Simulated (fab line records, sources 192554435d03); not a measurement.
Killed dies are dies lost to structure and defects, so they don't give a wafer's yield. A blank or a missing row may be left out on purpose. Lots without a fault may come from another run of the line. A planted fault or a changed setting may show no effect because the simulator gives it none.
Chamber matching | flow n5_finfet | N5_ILD0_CMP_12 on cmp-02: 4 sister chambers
The step polishes SiNx, stops on poly-Si, t overpolish 6 s, target thk 17.67 nm. 22 wafers are shown with their chamber, then 11 later ones without.

WAFERS WITH THEIR CHAMBER
wafer  | chamber | motor_current_A (A) | time_to_endpoint_s (s) | overpolish_run_s (s)
L075.1 | 2       | 10.3                | 30.2                   | 6.013
L075.2 | 0       | 8.2                 | 28.9                   | 6.005
L075.4 | 1       | 7.9                 | 27.7                   | 6.019
L076.1 | 0       | 8.0                 | 28.3                   | 5.998
L076.2 | 3       | 7.9                 | 33.1                   | 6.003
L076.4 | 2       | 9.7                 | 26.0                   | 6.001
L077.1 | 3       | 8.2                 | 32.2                   | 6.011
L077.4 | 0       | 8.4                 | 27.5                   | 6.010
L077.6 | 1       | 8.0                 | 25.2                   | 6.017
L080.1 | 3       | 7.6                 | 30.5                   | 5.981
L080.2 | 1       | 7.6                 | 22.9                   | 5.997
L080.6 | 0       | 8.0                 | 22.5                   | 5.988
L081.3 | 2       | 10.0                | 28.8                   | 5.999
L081.5 | 0       | 8.2                 | 25.6                   | 6.007
L081.6 | 1       | 7.7                 | 25.1                   | 5.997
L087.1 | 0       | 8.1                 | 26.0                   | 6.003
L087.3 | 1       | 8.0                 | 24.0                   | 5.992
L087.4 | 2       | 9.2                 | 28.1                   | 5.996
L088.1 | 3       | 7.5                 | 29.0                   | 6.017
L088.4 | 2       | 10.3                | 27.5                   | 6.009
L088.5 | 3       | 7.8                 | 30.2                   | 6.012
L090.1 | 3       | 8.0                 | 28.9                   | 6.006

SIGNATURES (means of the wafers above)
reading            | chamber 0 | chamber 1 | chamber 2 | chamber 3 | scatter within a chamber
motor_current_A    | 8.150     | 7.840     | 9.900     | 7.833     | 0.283
time_to_endpoint_s | 26.467    | 24.980    | 28.120    | 30.650    | 1.88
overpolish_run_s   | 6.00183   | 6.00440   | 6.00360   | 6.00500   | 0.0104
Rule: a wafer's distance from a chamber is the root of the sum, over the readings, of the square of ((its reading less the chamber's mean) divided by the reading's scatter). The wafer belongs to the nearest chamber; if the next one is less than 2 further off, it can't be placed. The scatter: the root of (the sum of the squares of (reading less its chamber's mean) over the shown wafers, divided by (wafers less chambers)).

WAFERS WITHOUT THEIR CHAMBER
wafer  | motor_current_A (A) | time_to_endpoint_s (s) | overpolish_run_s (s)
L090.3 | 7.8                 | 23.5                   | 6.006
L090.6 | 7.7                 | 29.6                   | 6.003
L094.3 | 8.0                 | 32.0                   | 6.003
L094.5 | 7.9                 | 26.3                   | 5.997
L094.6 | 8.4                 | 26.1                   | 6.010
L095.3 | 8.7                 | 26.6                   | 6.000
L095.5 | 7.8                 | 23.2                   | 5.995
L095.6 | 8.3                 | 25.8                   | 5.992
L097.3 | 7.7                 | 31.2                   | 6.000
L097.4 | 7.9                 | 28.7                   | 5.983
L097.5 | 8.2                 | 25.8                   | 5.993

WHICH CHAMBER EACH WENT THROUGH
wafer  | from the rows above          | in truth
L090.3 | can't be placed: 1 or 0      | 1
L090.6 | can't be placed: 3 or 0 or 1 | 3
L094.3 | 3                            | 3
L094.5 | can't be placed: 0 or 1 or 3 | 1
L094.6 | can't be placed: 0 or 1 or 3 | 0
L095.3 | can't be placed: 0 or 1 or 3 | 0
L095.5 | can't be placed: 1 or 0      | 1
L095.6 | can't be placed: 0 or 1      | 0
L097.3 | 3                            | 3
L097.4 | can't be placed: 0 or 3 or 1 | 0
L097.5 | can't be placed: 0 or 1      | 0
Placed correctly: 2 of 11. Can't be placed from these rows: 9 (the true chamber is among the candidates in 9). Placed wrongly: 0.
